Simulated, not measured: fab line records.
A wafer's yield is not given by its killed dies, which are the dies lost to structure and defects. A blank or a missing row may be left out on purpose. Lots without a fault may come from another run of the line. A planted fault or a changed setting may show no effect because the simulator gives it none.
fab line records | flow n5-finfet
record: lots: 24 wafers: 72 last-day: 19
route steps=1938 shown BEOL_M1@825 BEOL_M2@844
lots with no fault: from the same line, run without faults
start-h: start of the lot's first displayed wafer, in hours after the record's first day | wait-h: hours since the lot's step before | " repeats the value in the row above | L1.1+2: several wafers, shown together as one row | - no value present, or no start provided | * or withheld: withheld | < > ~ a bound
route shown NAME@n: names a module that has steps shown in the file, with the first one's number in the route | usual: mean/standard deviation taken from wafers without a fault | same: alike in all rows | chamber/n: place in a boat | sites: per-site readings | _std_site: the standard deviation of these | _edge_site: the outer-site mean with the inner-site mean subtracted | radius-mm: for every site, how far away it sits from the centre of the wafer | mask NAME#n: copy n | behind: the last tool/chamber to shape the wafer | hold: reason for holding the lot/hours on hold/outcome of the hold | device: transistor that didn't switch, given as n, p or np | end of line: the same wafers' tests at the end of the route | where a step has no rows: the recipe by itself | killed: the dies lost at the first sort to structure and to defects; this is not the yield of the wafer | map: a wafer's dies, x killed, . not, _ none there
set.NAME: setting as actually run; set.NAME@STEP: the setting as run at that earlier step | model.NAME: the simulator's own value behind a step, which no gauge read
steps of the route over a sample of lots; a table a step, a row a wafer
services: a tool's chamber out of use, with start hour (start-h, from the record's first day; less than 0 if before it), hours out, and reason
== steps ==
step: N5_BEOL_M1_ANNEAL_91
recipe: temp-c: 400 time-s: 240 ambient: vacuum
usual: heater-power-w: 848/79
columns lot.wafer tool chamber start-h wait-h heater-power-w
L074.3 pvd-sputter-01 - 129.78 0.0 899
L074.5 " - " " 952
L074.6 " - " " 926
L075.2 pvd-sputter-03 - 131.26 0.0 775
L075.3 " - " " 810
L075.5 " - " " 778
L076.1 pvd-sputter-03 - 141.44 0.0 830
L076.2 " - " " 772
L076.6 " - " " 824
L078.1 pvd-sputter-03 - 156.46 0.0 904
L078.3 " - " " 784
L078.4 " - " " 778
L077.1 pvd-sputter-01 - 158.19 0.0 822
L077.2 " - " " 900
L077.6 " - " " 910
L079.1 pvd-sputter-01 - 160.89 0.0 889
L079.3 " - " " 959
L079.6 " - " " 794
L080.3 pvd-sputter-03 - 163.58 0.0 762
L080.5 " - " " 829
L080.6 " - " " 778
L081.1 pvd-sputter-01 - 166.99 0.0 969
L081.2 " - " " 888
L081.5 " - " " 901
L082.1 pvd-sputter-01 - 180.95 0.0 778
L082.2 " - " " 929
L082.6 " - " " 972
L083.1 pvd-sputter-03 - 188.79 0.0 895
L083.2 " - " " 784
L083.3 " - " " 772
L084.1 pvd-sputter-01 - 195.77 0.0 894
L084.5 " - " " 803
L084.6 " - " " 899
L085.1 pvd-sputter-02 - 200.23 0.0 865
L085.3 " - " " 729
L085.6 " - " " 1021
L087.2 pvd-sputter-01 - 206.48 0.0 915
L087.5 " - " " 933
L087.6 " - " " 796
L086.1 pvd-sputter-03 - 215.97 0.0 883
L086.3 " - " " 814
L086.5 " - " " 822
L089.1 pvd-sputter-03 - 220.26 0.0 862
L089.3 " - " " 831
L089.6 " - " " 776
L091.1 pvd-sputter-02 - 233.80 0.0 834
L091.4 " - " " 750
L091.6 " - " " 724
L088.3 pvd-sputter-03 - 237.33 0.0 775
L088.5 " - " " 773
L088.6 " - " " 820
L090.1 pvd-sputter-03 - 240.84 0.0 842
L090.3 " - " " 782
L090.5 " - " " 744
L092.2 pvd-sputter-01 - 242.85 0.0 882
L092.3 " - " " 940
L092.6 " - " " 910
L093.1 pvd-sputter-03 - 257.02 0.0 791
L093.3 " - " " 820
L093.5 " - " " 817
L094.1 pvd-sputter-03 - 266.46 0.0 768
L094.2 " - " " 818
L094.5 " - " " 869
L095.1 pvd-sputter-03 - 270.56 0.0 775
L095.4 " - " " 916
L095.6 " - " " 840
L096.1 pvd-sputter-02 - 273.62 0.0 853
L096.3 " - " " 719
L096.4 " - " " 743
L097.1 pvd-sputter-01 - 280.82 0.0 974
L097.3 " - " " 938
L097.6 " - " " 887
step: N5_BEOL_M2_HM_DEP_02
recipe: material: TiN target-thk-a: 200 temp-c: 25 chamber-pressure-pa: 0.49996
usual: throttle-valve-pct: 30.1/0.91
columns lot.wafer tool chamber start-h wait-h throttle-valve-pct
L074.3 pvd-sputter-03 - 132.62 1.0 28.2
L074.5 " - " " 30.8
L074.6 " - " " 28.7
L075.2 pvd-sputter-02 - 133.98 0.7 29.8
L075.3 " - " " 30.5
L075.5 " - " " 29.9
L076.1 pvd-sputter-03 - 143.72 0.4 29.9
L076.2 " - " " 30.9
L076.6 " - " " 30.3
L078.1 pvd-sputter-01 - 158.85 0.6 31.9
L078.3 " - " " 30.2
L078.4 " - " " 32.0
L077.1 pvd-sputter-02 - 160.98 0.8 31.2
L077.2 " - " " 30.5
L077.6 " - " " 30.4
L079.1 pvd-sputter-02 - 164.56 1.8 30.5
L079.3 " - " " 29.7
L079.6 " - " " 29.6
L080.3 pvd-sputter-03 - 166.54 1.1 30.0
L080.5 " - " " 29.7
L080.6 " - " " 30.5
L081.1 pvd-sputter-02 - 170.17 1.1 29.9
L081.2 " - " " 29.6
L081.5 " - " " 29.6
L082.1 pvd-sputter-02 - 183.72 0.9 29.4
L082.2 " - " " 30.4
L082.6 " - " " 29.8
L083.1 pvd-sputter-03 - 190.64 0.0 29.6
L083.2 " - " " 30.4
L083.3 " - " " 30.8
L084.1 pvd-sputter-03 - 198.83 1.2 29.7
L084.5 " - " " 31.1
L084.6 " - " " 29.5
L085.1 pvd-sputter-02 - 202.41 0.2 31.0
L085.3 " - " " 30.7
L085.6 " - " " 31.1
L087.2 pvd-sputter-02 - 210.12 1.1 29.6
L087.5 " - " " 29.8
L087.6 " - " " 31.1
L086.1 pvd-sputter-01 - 218.37 0.6 30.1
L086.3 " - " " 31.8
L086.5 " - " " 29.3
L089.1 pvd-sputter-03 - 222.48 0.4 29.8
L089.3 " - " " 30.6
L089.6 " - " " 29.7
L091.1 pvd-sputter-01 - 237.56 1.6 29.5
L091.4 " - " " 30.5
L091.6 " - " " 32.0
L088.3 pvd-sputter-01 - 240.77 1.6 29.5
L088.5 " - " " 29.4
L088.6 " - " " 32.0
L090.1 pvd-sputter-03 - 244.38 1.6 31.0
L090.3 " - " " 30.3
L090.5 " - " " 28.2
L092.2 pvd-sputter-02 - 245.05 0.4 29.6
L092.3 " - " " 31.1
L092.6 " - " " 29.8
L093.1 pvd-sputter-01 - 260.68 1.8 29.3
L093.3 " - " " 30.1
L093.5 " - " " 29.9
L094.1 pvd-sputter-02 - 268.65 0.4 29.5
L094.2 " - " " 29.7
L094.5 " - " " 30.3
L095.1 pvd-sputter-01 - 272.64 0.3 29.4
L095.4 " - " " 32.0
L095.6 " - " " 30.2
L096.1 pvd-sputter-02 - 276.84 1.4 29.7
L096.3 " - " " 30.6
L096.4 " - " " 31.1
L097.1 pvd-sputter-01 - 283.96 1.3 30.5
L097.3 " - " " 29.0
L097.6 " - " " 29.5
step: N5_BEOL_M2_STRIP_36
recipe: chemistry: N2/H2 power-w: 450 temp-c: 40 pressure-mtorr: 20 rf-frequency-hz: 6e+07 overash-fraction: 0.3 bias-power-w: 7 h2-frac: 0.5 n2-flow-sccm: 200 h2-flow-sccm: 200
usual: drypump-motor-current-A: 5.7/0.43 oes-product-au: 0.77/0.09 rf-vpp-V: 59.2/1.6 showerhead-plenum-p-Torr: 2.55/0.052 throttle-valve-pct: 23.66/0.26
columns lot.wafer tool chamber start-h wait-h drypump-motor-current-A oes-product-au rf-hours-counter-h rf-vpp-V showerhead-plenum-p-Torr throttle-valve-pct
L074.3 rie-diel-05 3 148.41 0.0 5.3 0.91 20 57.9 2.60 23.82
L074.5 " 2 " " 5.5 0.69 - 58.1 2.52 23.56
L074.6 " 3 " " 5.3 0.91 - 57.7 2.60 23.88
L075.2 rie-diel-02 3 151.69 0.0 6.3 0.97 3 61.9 2.69 22.98
L075.3 " 2 " " 5.8 0.87 34 58.1 2.58 23.59
L075.5 " 3 " " 6.4 0.98 - 58.9 2.69 22.95
L076.1 rie-diel-05 3 161.75 0.0 5.3 0.89 25 57.9 2.60 23.85
L076.2 " 2 " " 5.5 0.67 213 60.8 2.52 23.56
L076.6 " 2 " " 5.5 0.68 - 56.2 2.52 23.55
L078.1 rie-diel-05 2 178.62 0.0 5.5 0.68 219 62.0 2.52 23.56
L078.3 " 0 " " 6.2 0.72 170 59.5 2.52 23.81
L078.4 " 3 " " 5.3 0.91 30 60.2 2.60 23.84
L077.1 rie-diel-06 0 189.76 0.0 5.8 0.89 36 58.2 2.57 23.89
L077.2 " 3 " " 5.8 0.73 178 57.1 2.51 23.45
L077.6 " 2 " " 6.3 0.71 - 57.5 2.51 23.54
L079.1 rie-diel-05 3 195.41 0.0 5.3 0.88 35 61.8 2.60 23.89
L079.3 " 1 " " 5.4 0.74 177 59.4 2.53 23.82
L079.6 " 1 " " 5.4 0.74 - 59.3 2.53 23.82
L080.3 rie-diel-06 1 200.61 0.0 5.7 0.85 45 59.2 2.61 23.55
L080.5 " 0 " " 5.8 0.90 - 60.8 2.57 23.84
L080.6 " 3 " " 5.8 0.73 - 55.1 2.50 23.46
L081.1 rie-diel-05 2 201.02 0.0 5.5 0.67 225 60.0 2.51 23.55
L081.2 " 3 " " 5.3 0.87 37 57.4 2.60 23.88
L081.5 " 0 " " 6.3 0.72 - 58.7 2.52 23.83
L082.1 rie-diel-02 0 201.83 0.0 5.2 0.70 231 57.8 2.60 23.97
L082.2 " 3 " " 6.4 0.94 21 60.0 2.68 22.96
L082.6 " 0 " " 5.2 0.69 - 57.9 2.60 23.97
L083.1 rie-diel-02 2 203.98 0.0 5.8 0.85 54 58.2 2.57 23.61
L083.2 " 3 " " 6.4 0.92 22 58.9 2.68 22.96
L083.3 " 1 " " 5.0 0.69 231 58.2 2.49 23.64
L085.1 rie-diel-05 1 224.60 0.0 5.4 0.73 186 57.5 2.52 23.86
L085.3 " 2 " " 5.5 0.67 231 60.0 2.51 23.56
L085.6 " 3 " " 5.3 0.87 - 61.2 2.59 23.86
L087.2 rie-diel-02 1 224.63 0.0 5.0 0.69 240 58.6 2.49 23.67
L087.5 " 1 " " 5.0 0.70 - 60.7 2.49 23.66
L087.6 " 2 " " 5.8 0.84 - 58.6 2.57 23.64
L084.1 rie-diel-02 0 227.76 0.0 5.2 0.67 243 59.7 2.59 24.00
L084.5 " 0 " " 5.2 0.68 - 56.7 2.59 23.98
L084.6 " 1 " " 5.0 0.70 - 58.5 2.49 23.65
L086.1 rie-diel-05 1 227.79 0.0 5.4 0.73 186 58.1 2.52 23.86
L086.3 " 2 " " 5.5 0.67 232 58.0 2.51 23.56
L086.5 " 2 " " 5.5 0.66 - 58.0 2.51 23.57
L089.1 rie-diel-02 3 231.40 0.0 6.4 0.89 34 59.0 2.67 22.98
L089.3 " 1 " " 4.9 0.68 243 60.3 2.49 23.63
L089.6 " 2 " " 5.8 0.84 - 57.6 2.57 23.61
L088.3 rie-diel-05 2 243.93 0.0 5.5 0.65 238 60.3 2.51 23.58
L088.5 " 1 " " 5.4 0.73 - 57.3 2.52 23.87
L088.6 " 2 " " 5.5 0.66 - 59.8 2.51 23.58
L091.1 rie-diel-06 1 243.97 0.0 5.8 0.82 58 61.8 2.60 23.57
L091.4 " 2 " " 6.3 0.69 224 58.0 2.50 23.57
L091.6 " 0 " " 5.8 0.88 - 59.6 2.56 23.87
L090.1 rie-diel-05 1 252.19 0.0 5.4 0.72 196 57.2 2.52 23.87
L090.3 " 0 " " 6.2 0.70 194 60.0 2.51 23.84
L090.5 " 3 " " 5.3 0.84 - 62.3 2.59 23.88
L092.2 rie-diel-06 3 259.93 0.0 5.8 0.70 202 58.7 2.50 23.48
L092.3 " 2 " " 6.3 0.70 228 58.6 2.50 23.55
L092.6 " 0 " " 5.8 0.86 - 62.2 2.56 23.86
L093.1 rie-diel-06 3 263.75 0.0 5.8 0.71 203 58.7 2.50 23.48
L093.3 " 0 " " 5.8 0.87 61 61.0 2.56 23.89
L093.5 " 2 " " 6.3 0.69 - 57.1 2.50 23.55
L094.1 rie-diel-02 2 271.39 0.0 5.8 0.83 78 58.7 2.56 23.65
L094.2 " 3 " " 6.4 0.86 51 59.8 2.66 23.01
L094.5 " 2 " " 5.8 0.82 - 59.2 2.56 23.67
L095.1 rie-diel-02 3 279.92 0.0 6.4 0.86 55 62.0 2.66 23.02
L095.4 " 0 " " 5.2 0.93 - 59.8 2.59 23.54
L095.6 " 2 " " 5.8 0.81 - 60.7 2.56 23.65
L096.1 rie-diel-05 1 287.37 0.0 5.4 0.71 210 61.3 2.51 23.88
L096.3 " 0 " " 6.3 0.68 208 59.7 2.50 23.84
L096.4 " 0 " " 6.3 0.69 - 57.0 2.50 23.81
L097.1 rie-diel-05 1 299.94 0.0 5.4 0.71 214 59.1 2.51 23.88
L097.3 " 2 " " 5.5 0.96 2 56.5 2.50 23.26
L097.6 " 1 " " 5.4 0.71 - 59.4 2.51 23.88
step: N5_BEOL_M2_TRENCH_ETCH_37
recipe: chemistry: C4F6/O2 target-depth-a: 555.55 target: SiOC time-s: 29.2 ion-energy-ev: 250 pressure-mtorr: 30 source-w: 355 bias-w: 185 Ar_flow_sccm: 300 C4F6_flow_sccm: 10 O2_flow_sccm: 10
usual: drypump-motor-current-A: 5.7/0.43 oes-product-au: 0.77/0.09 rf-vpp-V: 661/10 showerhead-plenum-p-Torr: 2.86/0.052 throttle-valve-pct: 20.87/0.17
columns lot.wafer tool chamber start-h wait-h drypump-motor-current-A oes-product-au rf-hours-counter-h rf-vpp-V showerhead-plenum-p-Torr throttle-valve-pct
L074.3 rie-diel-05 3 - - 5.3 0.91 20 651 2.89 20.62
L074.5 " 2 " " 5.5 0.69 - 667 2.83 20.90
L074.6 " 3 " " 5.3 0.91 - 651 2.89 20.61
L075.2 rie-diel-02 3 - - 6.4 0.98 3 669 3.00 20.58
L075.3 " 2 " " 5.8 0.88 34 647 2.89 20.72
L075.5 " 3 " " 6.4 0.98 - 668 3.00 20.57
L076.1 rie-diel-05 3 - - 5.3 0.90 25 650 2.89 20.63
L076.2 " 2 " " 5.5 0.69 213 668 2.83 20.90
L076.6 " 2 " " 5.5 0.68 - 668 2.83 20.89
L078.1 rie-diel-05 2 - - 5.5 0.68 219 669 2.83 20.88
L078.3 " 0 " " 6.2 0.71 170 667 2.83 21.04
L078.4 " 3 " " 5.3 0.89 30 651 2.89 20.64
L077.1 rie-diel-06 0 - - 5.8 0.89 36 673 2.88 20.75
L077.2 " 3 " " 5.8 0.73 178 649 2.82 20.88
L077.6 " 2 " " 6.3 0.70 - 688 2.82 20.93
L079.1 rie-diel-05 3 - - 5.3 0.89 35 652 2.88 20.63
L079.3 " 1 " " 5.4 0.74 177 659 2.81 20.96
L079.6 " 1 " " 5.4 0.74 - 657 2.81 20.98
L080.3 rie-diel-06 1 - - 5.7 0.84 45 660 2.90 20.62
L080.5 " 0 " " 5.8 0.89 - 672 2.88 20.77
L080.6 " 3 " " 5.8 0.73 - 647 2.82 20.87
L081.1 rie-diel-05 2 - - 5.5 0.68 225 669 2.83 20.92
L081.2 " 3 " " 5.3 0.87 37 649 2.88 20.64
L081.5 " 0 " " 6.2 0.71 - 668 2.83 21.05
L082.1 rie-diel-02 0 - - 5.2 0.69 231 654 2.91 21.13
L082.2 " 3 " " 6.4 0.92 21 668 2.99 20.61
L082.6 " 0 " " 5.2 0.69 - 655 2.91 21.14
L083.1 rie-diel-02 2 - - 5.8 0.83 54 648 2.88 20.75
L083.2 " 3 " " 6.3 0.92 22 667 2.99 20.61
L083.3 " 1 " " 4.9 0.69 231 657 2.82 21.00
L085.1 rie-diel-05 1 - - 5.4 0.73 186 657 2.81 20.98
L085.3 " 2 " " 5.5 0.67 231 667 2.82 20.92
L085.6 " 3 " " 5.3 0.86 - 650 2.88 20.66
L087.2 rie-diel-02 1 - - 5.0 0.68 240 659 2.82 21.01
L087.5 " 1 " " 5.0 0.67 - 659 2.82 21.01
L087.6 " 2 " " 5.8 0.83 - 648 2.88 20.75
L084.1 rie-diel-02 0 - - 5.2 0.68 243 653 2.90 21.16
L084.5 " 0 " " 5.2 0.68 - 654 2.90 21.14
L084.6 " 1 " " 5.0 0.68 - 661 2.82 21.02
L086.1 rie-diel-05 1 - - 5.4 0.73 186 658 2.81 20.96
L086.3 " 2 " " 5.5 0.68 232 669 2.82 20.92
L086.5 " 2 " " 5.5 0.67 - 668 2.82 20.92
L089.1 rie-diel-02 3 - - 6.3 0.87 34 669 2.99 20.64
L089.3 " 1 " " 5.0 0.67 243 659 2.82 21.03
L089.6 " 2 " " 5.8 0.83 - 647 2.87 20.75
L088.3 rie-diel-05 2 - - 5.5 0.66 238 665 2.82 20.93
L088.5 " 1 " " 5.4 0.73 - 658 2.80 21.00
L088.6 " 2 " " 5.5 0.67 - 668 2.82 20.94
L091.1 rie-diel-06 1 - - 5.8 0.82 58 661 2.89 20.65
L091.4 " 2 " " 6.3 0.69 224 688 2.81 20.95
L091.6 " 0 " " 5.8 0.86 - 674 2.87 20.76
L090.1 rie-diel-05 1 - - 5.4 0.72 196 657 2.80 21.01
L090.3 " 0 " " 6.2 0.70 194 667 2.82 21.09
L090.5 " 3 " " 5.4 0.84 - 650 2.88 20.65
L092.2 rie-diel-06 3 - - 5.8 0.71 202 646 2.81 20.93
L092.3 " 2 " " 6.3 0.69 228 688 2.81 20.97
L092.6 " 0 " " 5.8 0.87 - 673 2.87 20.79
L093.1 rie-diel-06 3 - - 5.8 0.70 203 648 2.81 20.91
L093.3 " 0 " " 5.8 0.86 61 673 2.87 20.79
L093.5 " 2 " " 6.3 0.69 - 688 2.81 20.95
L094.1 rie-diel-02 2 - - 5.8 0.81 78 647 2.87 20.79
L094.2 " 3 " " 6.4 0.85 51 667 2.98 20.64
L094.5 " 2 " " 5.8 0.82 - 648 2.87 20.79
L095.1 rie-diel-02 3 - - 6.4 0.85 55 669 2.98 20.66
L095.4 " 0 " " 5.2 0.94 - 654 2.90 20.75
L095.6 " 2 " " 5.8 0.81 - 647 2.86 20.80
L096.1 rie-diel-05 1 - - 5.4 0.71 210 656 2.80 21.01
L096.3 " 0 " " 6.3 0.68 208 669 2.82 21.10
L096.4 " 0 " " 6.2 0.69 - 669 2.82 21.11
L097.1 rie-diel-05 1 - - 5.4 0.71 214 656 2.79 21.02
L097.3 " 2 " " 5.5 0.97 2 667 2.81 20.58
L097.6 " 1 " " 5.4 0.70 - 656 2.79 21.02
step: N5_BEOL_M2_ANNEAL_80
recipe: temp-c: 400 time-s: 240 ambient: vacuum
usual: heater-power-w: 844/83
columns lot.wafer tool chamber start-h wait-h heater-power-w
L074.3 pvd-sputter-01 - 150.45 0.0 796
L074.5 " - " " 812
L074.6 " - " " 910
L075.2 pvd-sputter-03 - 153.50 0.0 885
L075.3 " - " " 766
L075.5 " - " " 891
L076.1 pvd-sputter-03 - 164.72 0.0 765
L076.2 " - " " 782
L076.6 " - " " 841
L078.1 pvd-sputter-02 - 180.47 0.0 727
L078.3 " - " " 737
L078.4 " - " " 1054
L077.1 pvd-sputter-03 - 191.47 0.0 775
L077.2 " - " " 764
L077.6 " - " " 793
L079.1 pvd-sputter-01 - 197.98 0.0 802
L079.3 " - " " 933
L079.6 " - " " 933
L080.3 pvd-sputter-03 - 202.53 0.0 781
L080.5 " - " " 877
L080.6 " - " " 785
L081.1 pvd-sputter-01 - 202.72 0.0 944
L081.2 " - " " 911
L081.5 " - " " 971
L082.1 pvd-sputter-03 - 204.37 0.0 761
L082.2 " - " " 897
L082.6 " - " " 778
L083.1 pvd-sputter-02 - 205.70 0.0 1042
L083.2 " - " " 824
L083.3 " - " " 716
L087.2 pvd-sputter-01 - 226.34 0.0 947
L087.5 " - " " 927
L087.6 " - " " 976
L085.1 pvd-sputter-03 - 226.55 0.0 896
L085.3 " - " " 758
L085.6 " - " " 836
L084.1 pvd-sputter-03 - 229.93 0.0 784
L084.5 " - " " 822
L084.6 " - " " 778
L086.1 pvd-sputter-01 - 230.01 0.0 903
L086.3 " - " " 787
L086.5 " - " " 896
L089.1 pvd-sputter-01 - 232.91 0.0 816
L089.3 " - " " 951
L089.6 " - " " 800
L088.3 pvd-sputter-02 - 245.59 0.0 738
L088.5 " - " " 735
L088.6 " - " " 837
L091.1 pvd-sputter-03 - 245.82 0.0 763
L091.4 " - " " 824
L091.6 " - " " 765
L090.1 pvd-sputter-01 - 254.45 0.0 789
L090.3 " - " " 891
L090.5 " - " " 976
L092.2 pvd-sputter-03 - 261.86 0.0 826
L092.3 " - " " 770
L092.6 " - " " 788
L093.1 pvd-sputter-01 - 265.16 0.0 787
L093.3 " - " " 934
L093.5 " - " " 901
L094.1 pvd-sputter-02 - 274.66 0.0 729
L094.2 " - " " 1012
L094.5 " - " " 709
L095.1 pvd-sputter-02 - 281.52 0.0 744
L095.4 " - " " 846
L095.6 " - " " 850
L096.1 pvd-sputter-03 - 289.05 0.0 777
L096.3 " - " " 764
L096.4 " - " " 832
L097.1 pvd-sputter-03 - 303.55 0.0 770
L097.3 " - " " 829
L097.6 " - " " 811
step: N5_BEOL_M2_RS_MEAS_58
recipe: thk-meas-gauge: four-point-probe reads: Co_of_BEOL_M2_CO_CAP_55+Cu_of_BEOL_M2_ECD_50+Co_of_BEOL_M2_CVD_47+TaN_of_BEOL_M2_ALD_84
usual: M2_RS: 0.69/0.035
columns lot.wafer tool chamber start-h wait-h M2_RS[ohm/sq]
L074.3 film-metro-01 - 152.96 0.1 0.64
L074.5 " - " " 0.67
L074.6 " - " " 0.62
L075.2 film-metro-01 - 156.01 0.1 0.68
L075.3 " - " " 0.68
L075.5 " - " " 0.64
L076.1 film-metro-01 - 167.23 0.0 0.61
L076.2 " - " " 0.73
L076.6 " - " " 0.69
L078.1 film-metro-01 - 183.17 0.0 0.70
L078.3 " - " " 0.71
L078.4 " - " " 0.64
L077.1 film-metro-01 - 193.98 0.0 0.68
L077.2 " - " " 0.70
L077.6 " - " " 0.74
L079.1 film-metro-02 - 200.62 0.0 0.63
L079.3 " - " " 0.70
L079.6 " - " " 0.63
L080.3 film-metro-02 - 205.04 0.1 0.67
L080.5 " - " " 0.65
L080.6 " - " " 0.72
L081.1 film-metro-01 - 205.36 0.0 0.68
L081.2 " - " " 0.65
L081.5 " - " " 0.67
L082.1 film-metro-02 - 206.88 0.0 0.69
L082.2 " - " " 0.66
L082.6 " - " " 0.72
L083.1 film-metro-02 - 208.96 0.0 0.72
L083.2 " - " " 0.65
L083.3 " - " " 0.77
L087.2 film-metro-01 - 228.85 0.1 0.73
L087.5 " - " " 0.75
L087.6 " - " " 0.65
L085.1 film-metro-02 - 229.12 0.1 0.66
L085.3 " - " " 0.70
L085.6 " - " " 0.65
L084.1 film-metro-02 - 232.44 0.0 0.74
L084.5 " - " " 0.76
L084.6 " - " " 0.77
L086.1 film-metro-02 - 232.52 0.0 0.66
L086.3 " - " " 0.67
L086.5 " - " " 0.72
L089.1 film-metro-02 - 235.43 0.0 0.71
L089.3 " - " " 0.72
L089.6 " - " " 0.69
L088.3 film-metro-02 - 248.10 0.1 0.73
L088.5 " - " " 0.64
L088.6 " - " " 0.74
L091.1 film-metro-01 - 248.35 0.1 0.69
L091.4 " - " " 0.69
L091.6 " - " " 0.68
L090.1 film-metro-02 - 256.99 0.1 0.72
L090.3 " - " " 0.72
L090.5 " - " " 0.68
L092.2 film-metro-01 - 264.46 0.1 0.69
L092.3 " - " " 0.69
L092.6 " - " " 0.66
L093.1 film-metro-01 - 267.67 0.0 0.69
L093.3 " - " " 0.63
L093.5 " - " " 0.66
L094.1 film-metro-02 - 277.17 0.0 0.72
L094.2 " - " " 0.68
L094.5 " - " " 0.65
L095.1 film-metro-01 - 284.02 0.1 0.70
L095.4 " - " " 0.66
L095.6 " - " " 0.71
L096.1 film-metro-02 - 291.56 0.0 0.68
L096.3 " - " " 0.66
L096.4 " - " " 0.66
L097.1 film-metro-02 - 306.06 0.0 0.69
L097.3 " - " " 0.66
L097.6 " - " " 0.67
== services ==
columns tool chamber start-h hours kind
pvd-sputter-03 - 108.25 5.5 repair
rie-diel-02 3 114.42 - clean
rie-diel-02 3 114.42 - consumable-replace:focus-ring
rie-diel-02 3 114.42 - consumable-replace:showerhead
rie-diel-02 3 114.42 17.7 scheduled-down
rie-diel-02 3 114.42 17.7 vent-cycle
rie-diel-05 3 118.81 5.5 repair
pvd-sputter-01 - 143.59 5.2 repair
rie-diel-02 0 153.84 5.9 repair
rie-diel-02 1 156.34 5.9 repair
rie-diel-02 0 190.66 4.0 repair
rie-diel-02 2 212.97 7.8 repair
rie-diel-02 0 233.99 1.9 repair
rie-diel-02 0 250.82 - clean
rie-diel-02 0 250.82 - consumable-replace:focus-ring
rie-diel-02 0 250.82 18.0 scheduled-down
rie-diel-02 0 250.82 18.0 vent-cycle
rie-diel-02 1 269.00 - clean
rie-diel-02 1 269.00 - consumable-replace:focus-ring
rie-diel-02 2 274.60 2.7 repair
rie-diel-05 2 276.14 - clean
rie-diel-05 2 276.14 - consumable-replace:focus-ring
rie-diel-05 2 276.14 16.3 scheduled-down
rie-diel-05 2 276.14 16.3 vent-cycle
== key ==
fault none
